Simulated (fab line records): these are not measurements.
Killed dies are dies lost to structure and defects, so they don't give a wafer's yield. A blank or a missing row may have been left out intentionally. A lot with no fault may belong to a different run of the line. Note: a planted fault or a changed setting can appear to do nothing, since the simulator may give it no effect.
fab line records	flow n5Finfet
[record] lots = 5	wafers = 15	lastDay = 17
route steps=1938 shown BEOL_M0_SAQP@640 BEOL_M4@1111
lots that met no fault: taken from a fault-free run of the same line
startH: start of the lot's first displayed wafer, in hours after the record's first day	waitH: hours from the lot's prior step to this one	" identical to the entry in the row above	L1.1+2: a single row standing in for several wafers	- no value present, or no start provided	* or withheld: withheld	< > ~ a bound
route shown NAME@n: names a module that has steps shown in the file, with the first one's number in the route	usual: average and standard deviation across the fault-free wafers	same: alike in all rows	chamber/n: place in a boat	sites: each site's reading	_std_site: how widely they spread, as a standard deviation	_edge_site: inner sites' mean taken away from outer sites' mean	radiusMm: for every site, how far away it sits from the centre of the wafer	mask NAME#n: copy n	behind: the tool/chamber that last shaped the wafer	hold: what put the lot on hold/how long, in hours/how the hold closed	device: the n, p or np transistor that did not switch	end of line: the same wafers' tests at the end of the route	step lacking rows: just its recipe	killed: not the wafer's yield, but the dies lost to structure and defects at the first sort	map: shows each die of a wafer: x if killed, . if not, _ if none is there
set.NAME: the setting that was run; set.NAME@STEP: the one run at that earlier step	model.NAME: the simulator's own value behind a step, which no gauge read
a table for each step, a row for each wafer; lots at some steps of the route
services: from which hour (startH, from the record's first day; less than 0 if before it) a tool's chamber was out of use, for how many hours, and why
[[steps]]
[step N5_BEOL_M0_SAQP_HM_DEP_111]
[recipe] material = SiO2	targetThkA = 120	tempC = 400	precursor = SiH4/N2O	pressureTorr = 0.75	rfW = 275	timeS = 7.2
[usual] heaterPowerOuterW = 474/58	heaterPowerW = 790/87	rfFwdPowerW = 272.4/1.1	showerheadPlenumPTorr = 8.21/0.092
lot.wafer	tool	chamber	startH	waitH	heaterPowerOuterW	heaterPowerW	rfFwdPowerW	showerheadPlenumPTorr
L353.3	pecvd-04	2	110.74	0.0	451	752	271.6	8.22
L353.4	"	2	"	"	450	749	271.8	8.23
L353.6	"	0	"	"	583	917	272.8	8.14
L354.4	pecvd-04	1	114.15	0.1	440	722	273.4	8.23
L354.5	"	0	"	"	501	800	271.9	8.14
L354.6	"	2	"	"	513	850	272.1	8.25
L359.2	pecvd-02	2	143.38	0.0	390	790	273.9	7.90
L359.3	"	1	"	"	574	906	273.3	8.17
L359.6	"	0	"	"	447	771	274.0	8.12
L361.2	pecvd-03	0	158.09	0.0	440	702	272.8	8.26
L361.4	"	1	"	"	414	811	273.2	8.37
L361.6	"	2	"	"	447	734	272.1	8.18
L374.1	pecvd-03	0	233.48	0.0	457	737	271.4	8.24
L374.3	"	2	"	"	456	726	272.9	8.19
L374.4	"	1	"	"	474	887	273.0	8.35
[step N5_BEOL_M0_SAQP_COAT_81]
[recipe] resist = SOC	tempC = 250	timeS = 60	spinRpm = 1500	resistThkNm = 100
[step N5_BEOL_M0_SAQP_COAT_82]
[recipe] resist = SiARC	tempC = 220	timeS = 60	spinRpm = 1500	resistThkNm = 30
[step N5_BEOL_M0_SAQP_COAT_08]
[recipe] resist = CAR-ArF	spinRpm = 1500	resistThkNm = 90
[step N5_BEOL_M0_SAQP_EBR_10]
[recipe] solvent = PGMEA	ebrWidthMm = 1.5
[step N5_BEOL_M0_SAQP_SOFTBAKE_09]
[recipe] tempC = 110	timeS = 60	resist = CAR-ArF
[step N5_BEOL_M0_SAQP_EXPOSE_11]
[recipe] maskId = M0_CORE	na = 1.35	sourceShape = dipole	sigmaInner = 0.538	sigmaOuter = 0.738	polarization = te	targetCdNm = 42	doseMj = 55
[step N5_BEOL_M0_SAQP_PEB_12]
[recipe] pebTempC = withheld	pebTimeS = 60	resist = CAR-ArF
[step N5_BEOL_M0_SAQP_DEVELOP_13]
[recipe] developTimeS = 30	developer = TMAH	resist = CAR-ArF	devTempC = 23	rinseLiquid = diw	dry = airSpin
[step N5_BEOL_M0_SAQP_CD_MEAS_14]
[recipe] targetCdNm = 42.5	landingEnergyEv = 500	detector = seInlens
[usual] cdNm = 42.4/0.31
lot.wafer	tool	chamber	startH	waitH	cdNm
L353.3	cdSem-01	0	111.19	-	42.0
L353.4	"	0	"	"	42.4
L353.6	"	0	"	"	42.3
L354.4	cdSem-03	0	114.57	-	42.5
L354.5	"	0	"	"	42.6
L354.6	"	0	"	"	42.9
L359.2	cdSem-03	0	143.70	-	42.8
L359.3	"	0	"	"	42.3
L359.6	"	0	"	"	42.1
L361.2	cdSem-01	0	158.54	-	42.3
L361.4	"	0	"	"	42.4
L361.6	"	0	"	"	42.1
L374.1	cdSem-01	0	233.92	-	42.8
L374.3	"	0	"	"	42.2
L374.4	"	0	"	"	42.6
[step N5_BEOL_M0_SAQP_OVL_MEAS_15]
[recipe] pointsPerWafer = 44
[usual] M0_CORE_OVL = 0.2/0.96
lot.wafer	tool	chamber	startH	waitH	M0_CORE_OVL[nm]
L353.3	overlay-01	0	111.22	0.0	0.3
L353.4	"	0	"	"	1.1
L353.6	"	0	"	"	0.6
L354.4	overlay-02	0	114.60	0.0	-0.2
L354.5	"	0	"	"	0.0
L354.6	"	0	"	"	-0.2
L359.2	overlay-02	0	143.73	0.0	2.5
L359.3	"	0	"	"	1.6
L359.6	"	0	"	"	1.9
L361.2	overlay-02	0	158.57	0.0	-1.8
L361.4	"	0	"	"	-0.1
L361.6	"	0	"	"	-0.4
L374.1	overlay-02	0	233.95	0.0	-0.8
L374.3	"	0	"	"	-0.9
L374.4	"	0	"	"	-2.2
[step N5_BEOL_M0_SAQP_INSPECT_16]
[recipe] mode = adi	inspectInstrument = brightfield
[usual] rawDefectCount = 512/130
lot.wafer	tool	chamber	startH	waitH	rawDefectCount
L353.3	defectInspect-01	-	111.24	0.0	318
L353.4	"	-	"	"	458
L353.6	"	-	"	"	497
L354.4	defectInspect-01	-	114.62	0.0	452
L354.5	"	-	"	"	563
L354.6	"	-	"	"	496
L359.2	defectInspect-02	-	143.75	0.0	508
L359.3	"	-	"	"	492
L359.6	"	-	"	"	674
L361.2	defectInspect-02	-	158.59	0.0	861
L361.4	"	-	"	"	446
L361.6	"	-	"	"	602
L374.1	defectInspect-02	-	233.97	0.0	448
L374.3	"	-	"	"	398
L374.4	"	-	"	"	488
[step N5_BEOL_M0_SAQP_DESCUM_19]
[recipe] chemistry = O2	timeS = 7.9	sourcePowerW = 50	biasPowerW = 20	pressureMtorr = 20	rfFrequencyHz = 2.712e+07	tempC = 40	resist = CAR-ArF	o2FlowSccm = 225
[usual] drypumpMotorCurrentA = 5.9/0.34	oesProductAu = 0.80/0.095	rfFwdPowerW = 49.38/0.21	rfVppV = 243.4/1.4	showerheadPlenumPTorr = 2.11/0.06	throttleValvePct = 20.4/0.32
lot.wafer	tool	chamber	startH	waitH	drypumpMotorCurrentA	oesProductAu	rfFwdPowerW	rfHoursCounterH	rfVppV	showerheadPlenumPTorr	throttleValvePct	model.CAR-ArF_of_BEOL_M0_SAQP_COAT_08.thkNm
L353.3	rieDiel-03	0	111.27	0.0	5.6	0.94	49.35	26	242.7	2.04	19.8	83.4
L353.4	"	1	"	"	6.1	0.77	49.19	-	245.3	2.18	20.8	83.6
L353.6	"	0	"	"	5.6	0.93	49.27	-	241.7	2.04	19.8	83.4
L354.4	rieDiel-03	3	114.67	0.0	6.3	0.78	49.37	-	244.5	2.19	20.3	83.2
L354.5	"	0	"	"	5.6	0.93	49.58	-	241.2	2.04	19.8	83.2
L354.6	"	1	"	"	6.1	0.76	49.30	-	245.2	2.18	20.8	83
L359.2	rieDiel-04	0	143.79	0.0	6.3	0.67	49.25	242	242.9	2.06	20.8	83.6
L359.3	"	2	"	"	5.6	0.82	49.42	89	242.2	2.02	20.4	83.4
L359.6	"	0	"	"	6.3	0.67	49.26	-	242.7	2.06	20.9	84
L361.2	rieDiel-04	0	158.63	0.0	6.3	0.67	49.01	246	242.4	2.06	20.9	83.2
L361.4	"	1	"	"	5.5	0.69	49.57	210	245.2	2.16	20.5	83.2
L361.6	"	0	"	"	6.3	0.67	48.99	-	244.1	2.06	20.9	83.2
L374.1	rieDiel-04	2	234.75	0.8	5.6	0.79	49.46	120	243.4	2.01	20.4	83.4
L374.3	"	3	"	"	5.5	0.77	49.30	128	243.3	2.10	20.4	83.4
L374.4	"	1	"	"	5.6	0.67	-	237	244.6	2.15	20.5	84.6
[step N5_BEOL_M0_SAQP_ETCH_83]
[recipe] chemistry = CF4	target = SiARC	targetDepthA = 390	maskMaterial = CAR-ArF	timeS = 65	ionEnergyEv = 80	pressureMtorr = 40	sourceW = 545	biasW = 36	Ar_flow_sccm = 100	cf4FlowSccm = 100	ends = cleared
[usual] drypumpMotorCurrentA = 5.9/0.34	etchRfOnTimeS = 64.7/0.87	oesProductAu = 0.68/0.079	rfFwdPowerW = 538.5/2	rfVppV = 184.2/1.1	showerheadPlenumPTorr = 2.16/0.059	throttleValvePct = 15.6/0.33
lot.wafer	tool	chamber	startH	waitH	drypumpMotorCurrentA	etchRfOnTimeS	oesProductAu	rfFwdPowerW	rfHoursCounterH	rfVppV	showerheadPlenumPTorr	throttleValvePct	model.CAR-ArF_of_BEOL_M0_SAQP_COAT_08.thkNm
L353.3	rieDiel-03	0	111.31	0.0	5.6	63.5	0.79	538.2	26	183.0	2.09	15.0	55.6
L353.4	"	1	"	"	6.1	65.9	0.66	542.6	-	183.9	2.23	16.0	55.6
L353.6	"	0	"	"	5.6	64.0	0.79	536.4	-	183.3	2.09	15.0	55.6
L354.4	rieDiel-03	3	114.72	0.0	6.3	64.3	0.66	539.8	-	186.7	2.24	15.5	55.4
L354.5	"	0	"	"	5.6	63.5	0.79	538.8	-	182.6	2.09	15.0	55.4
L354.6	"	1	"	"	6.1	65.9	0.65	541.8	-	183.8	2.23	16.0	55.2
L359.2	rieDiel-04	0	143.82	0.0	6.3	66.1	0.58	537.7	242	183.4	2.11	16.1	55.6
L359.3	"	2	"	"	5.6	64.5	0.71	536.9	89	182.9	2.08	15.5	55.4
L359.6	"	0	"	"	6.2	66.3	0.57	537.5	-	183.6	2.11	16.1	56
L361.2	rieDiel-04	0	158.66	0.0	6.3	66.2	0.57	535.5	246	184.6	2.11	16.1	55.2
L361.4	"	1	"	"	5.6	65.0	0.60	540.4	210	184.8	2.21	15.7	55.2
L361.6	"	0	"	"	6.3	67.0	0.56	539.7	-	182.7	2.11	16.1	55.4
L374.1	rieDiel-04	2	234.78	0.0	5.6	63.8	0.69	538.2	120	184.6	2.07	15.6	55.4
L374.3	"	3	"	"	5.4	64.8	0.66	539.5	128	183.8	2.15	15.6	55.4
L374.4	"	1	"	"	5.6	64.4	0.57	540.4	237	183.9	2.20	15.8	56.6
[step N5_BEOL_M0_SAQP_ETCH_84]
[recipe] chemistry = N2/H2	target = SOC	targetDepthA = 1000	overetchA = 200	maskMaterial = SiARC	tempC = 40	timeS = 150	ionEnergyEv = 200	pressureMtorr = 30	sourceW = 840	biasW = 150	n2FlowSccm = 200	h2FlowSccm = 200
[usual] drypumpMotorCurrentA = 5.9/0.34	oesProductAu = 0.71/0.079	rfFwdPowerW = 836.2/2.5	rfVppV = 524.4/2.2	showerheadPlenumPTorr = 2.56/0.071	throttleValvePct = 17.8/0.33
lot.wafer	tool	chamber	startH	waitH	drypumpMotorCurrentA	oesProductAu	rfFwdPowerW	rfHoursCounterH	rfVppV	showerheadPlenumPTorr	throttleValvePct
L353.3	rieDiel-03	0	111.36	0.0	5.6	0.82	840.3	26	522.1	2.49	17.2
L353.4	"	1	"	"	6.1	0.69	839.0	-	527.5	2.65	18.3
L353.6	"	0	"	"	5.6	0.82	838.5	-	521.7	2.49	17.2
L354.4	rieDiel-03	3	114.79	0.0	6.3	0.69	838.1	-	526.5	2.65	17.7
L354.5	"	0	"	"	5.6	0.82	831.6	-	521.4	2.49	17.2
L354.6	"	1	"	"	6.1	0.68	836.9	-	529.0	2.65	18.2
L359.2	rieDiel-04	0	143.87	0.0	6.3	0.60	831.9	242	522.1	2.51	18.3
L359.3	"	2	"	"	5.6	0.74	837.1	89	521.7	2.47	17.9
L359.6	"	0	"	"	6.3	0.60	835.7	-	522.5	2.51	18.3
L361.2	rieDiel-04	0	158.71	0.0	6.3	0.60	834.1	246	522.1	2.50	18.3
L361.4	"	1	"	"	5.5	0.61	837.2	210	526.9	2.63	18.0
L361.6	"	0	"	"	6.3	0.60	838.8	-	522.2	2.50	18.3
L374.1	rieDiel-04	2	234.83	0.0	5.6	0.71	838.3	120	521.4	2.45	18.0
L374.3	"	3	"	"	5.5	0.69	835.7	128	524.6	2.55	17.8
L374.4	"	1	"	"	5.6	0.61	837.7	237	524.7	2.62	18.0
[step N5_BEOL_M4_RC_MEAS_101]
[usual] DIBL_N = 36.5/1.4	DIBL_P = 36.5/1.6	IOFF_N = 0.163/0.022	IOFF_P = 0.219/0.029	ION_N = 675/8.3	ION_P = 464/6.2	SS_N = 71.5/0.52	SS_P = 73.4/0.57	VT_N = 249.7/2.6	VT_P = -250/3
lot.wafer	tool	chamber	startH	waitH	DIBL_N[mV/V]	DIBL_P[mV/V]	IOFF_N[nA/um]	IOFF_P[nA/um]	ION_N[uA/um]	ION_P[uA/um]	SS_N[mV/dec]	SS_P[mV/dec]	VT_N[mV]	VT_P[mV]
L353.3	prober-02	0	165.29	0.7	36.7	35.8	0.147	0.195	672	460	71.0	72.1	252.0	-250
L353.4	"	0	"	"	37.4	37.4	0.170	0.224	679	465	71.5	73.7	248.7	-248
L353.6	"	0	"	"	36.9	36.6	0.160	0.207	668	462	71.7	73.0	249.6	-252
L354.4	prober-01	0	171.63	0.5	36.0	34.1	0.126	0.197	664	463	71.4	72.9	258.0	-250
L354.5	"	0	"	"	37.7	36.0	0.153	0.229	663	462	71.5	73.4	254.3	-247
L354.6	"	0	"	"	36.5	33.8	0.126	0.191	667	460	71.8	73.0	257.9	-251
L359.2	prober-02	0	208.40	0.2	33.6	32.9	0.129	0.164	674	461	71.3	72.1	252.2	-253
L359.3	"	0	"	"	34.6	35.0	0.140	0.184	663	457	71.3	72.3	251.6	-253
L359.6	"	0	"	"	35.3	35.7	0.152	0.193	676	463	70.9	72.8	247.7	-252
L361.2	prober-01	0	214.85	0.2	36.9	36.2	0.167	0.253	685	473	71.2	73.3	249.1	-244
L361.4	"	0	"	"	34.2	33.7	0.129	0.213	673	468	71.0	72.0	252.0	-248
L361.6	"	0	"	"	35.3	34.5	0.141	0.221	681	469	71.2	72.5	248.7	-248
L374.1	prober-01	0	298.21	0.0	36.8	37.1	0.175	0.198	666	450	71.4	73.8	251.3	-254
L374.3	"	0	"	"	35.0	35.4	0.141	0.176	665	456	70.8	73.8	251.7	-255
L374.4	"	0	"	"	34.0	34.5	0.126	0.160	660	454	71.0	73.5	253.9	-253
[[services]]
tool	chamber	startH	hours	kind
pecvd-02	-	95.69	5.5	pm
rieDiel-03	2	103.59	-	clean
rieDiel-03	2	103.59	-	consumableReplace:focusRing
rieDiel-03	2	103.59	19.6	scheduledDown
rieDiel-03	2	103.59	19.6	ventCycle
pecvd-02	1	114.91	3.9	repair
pecvd-02	-	115.03	2.8	pm
pecvd-03	1	122.13	5.5	scheduledDown
pecvd-02	-	126.84	1.8	repair
rieDiel-04	1	139.91	2.5	repair
rieDiel-03	1	140.98	6.8	repair
pecvd-02	-	153.91	0.3	repair
rieDiel-04	-	163.06	1.1	repair
rieDiel-04	0	170.61	-	clean
rieDiel-04	0	170.61	-	consumableReplace:focusRing
rieDiel-04	0	170.61	19.5	scheduledDown
rieDiel-04	0	170.61	19.5	ventCycle
pecvd-03	1	194.71	2.1	scheduledDown
pecvd-02	2	202.40	-	clean
pecvd-02	2	202.40	-	consumableReplace:showerhead
pecvd-02	2	202.40	29.0	scheduledDown
pecvd-02	2	202.40	29.0	ventCycle
rieDiel-04	3	206.29	13.1	repair
pecvd-03	0	229.88	2.1	scheduledDown
[[key]]
firstSign none at tools or gauges
[modelEffect] step = N5_BEOL_M0_SAQP_DESCUM_19	value = CAR-ArF_of_BEOL_M0_SAQP_COAT_08.thkNm	without = 83.6	struck = 84.6
[modelEffect] step = N5_BEOL_M0_SAQP_ETCH_83	value = CAR-ArF_of_BEOL_M0_SAQP_COAT_08.thkNm	without = 55.6	struck = 56.6
metAt N5_BEOL_M0_SAQP_DESCUM_19
struckWafers L374.4
onsetBetween 158.63 234.75
[fault] kind = processParameterDrift	tool = rieDiel-04	chamber = 1	onsetH = 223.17	steps = N5_BEOL_M0_SAQP_DESCUM_19	channel = timeS	offset = *	shape = step	endH = 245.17	actsIn = *	stated = *
